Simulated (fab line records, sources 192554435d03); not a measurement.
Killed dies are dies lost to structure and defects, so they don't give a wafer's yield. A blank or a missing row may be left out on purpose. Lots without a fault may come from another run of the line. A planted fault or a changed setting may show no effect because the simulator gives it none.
Split-lot experiment | flow n5_finfet | 7 lots, 21 wafers read, on a route of 1938 steps

THE SPLIT
At N5_BEOL_M2_ETCH_64 (etches SOC in N2/H2, target depth 75 nm, overetch 22.5 nm, time 121.9 s), the setting source_w was moved away from the recipe's 840 W on 6 of the 21 wafers read, by -13.9% to +15.8%. The other wafers ran this setting at the recipe's value.

The reading is taken at the split's own step.

THE READING
rf_vpp_V, in V, at N5_BEOL_M2_ETCH_64 (etches SOC in N2/H2, target depth 75 nm, overetch 22.5 nm, time 121.9 s). Fault-free wafers of this fab line usually give 524.7 V, standard deviation 2.2 V.

wafer  | tool, chamber at the split | source_w as run, W | against the recipe | rf_vpp_V, V | against lot-mates on the recipe
L075.1 | rie_diel-05, 3             | 840                | recipe             | 522.5       | -
L075.2 | rie_diel-05, 0             | 723.4              | -13.9%             | 554.0       | +31.5
L075.6 | rie_diel-05, 1             | 723.4              | -13.9%             | 552.1       | +29.6
L076.1 | rie_diel-03, 2             | 953.8              | +13.5%             | 506.5       | -17.2
L076.3 | rie_diel-03, 3             | 840                | recipe             | 524.7       | -
L076.5 | rie_diel-03, 3             | 840                | recipe             | 522.6       | -
L080.2 | rie_diel-04, 2             | 840                | recipe             | 525.1       | -
L080.3 | rie_diel-04, 0             | 840                | recipe             | 525.0       | -
L080.4 | rie_diel-04, 1             | 840                | recipe             | 526.0       | -
L083.3 | rie_diel-03, 2             | 840                | recipe             | 526.6       | -
L083.4 | rie_diel-03, 3             | 972.4              | +15.8%             | 497.5       | -28.5
L083.5 | rie_diel-03, 0             | 840                | recipe             | 525.4       | -
L084.1 | rie_diel-05, 2             | 840                | recipe             | 524.5       | -
L084.2 | rie_diel-05, 1             | 840                | recipe             | 527.4       | -
L084.5 | rie_diel-05, 2             | 740.3              | -11.9%             | 547.0       | +21.0
L092.3 | rie_diel-04, 1             | 840                | recipe             | 524.9       | -
L092.4 | rie_diel-04, 3             | 840                | recipe             | 525.3       | -
L092.5 | rie_diel-04, 1             | 840                | recipe             | 525.1       | -
L094.1 | rie_diel-05, 0             | 888.3              | +5.7%              | 518.6       | -7.9
L094.4 | rie_diel-05, 1             | 840                | recipe             | 526.0       | -
L094.5 | rie_diel-05, 1             | 840                | recipe             | 526.9       | -

THE FIT
A straight line over all 21 wafers: rf_vpp_V changes by -1.77 V for each +1% of source_w; r = -0.99; the points scatter about the line by 2 V.
The same after taking each lot's own level away (the mean of its wafers on the recipe; 21 wafers): -1.84 V for each +1%; r = -0.98; scatter 2.4 V.
On that fit, the largest move of source_w shifts the reading by 29 V.
The lots' own levels span 522.50 to 526.45 V, that is 1.8 times the standard deviation above.
So the lot-to-lot level changes the slope little: the two slopes agree.
Check: with one of the wafers moved furthest among these (+15.8%) left out of the fit, the line predicts -27.7 V for it against its lot-mates. It came out at -28.5 V against them.
Tool readings at the split's step, against how far the setting was moved: rf_vpp_V r = -0.99.

THE FILE'S OWN FIT
rf_vpp_V changes by -1.76 V for each +1% of source_w, r = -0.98.
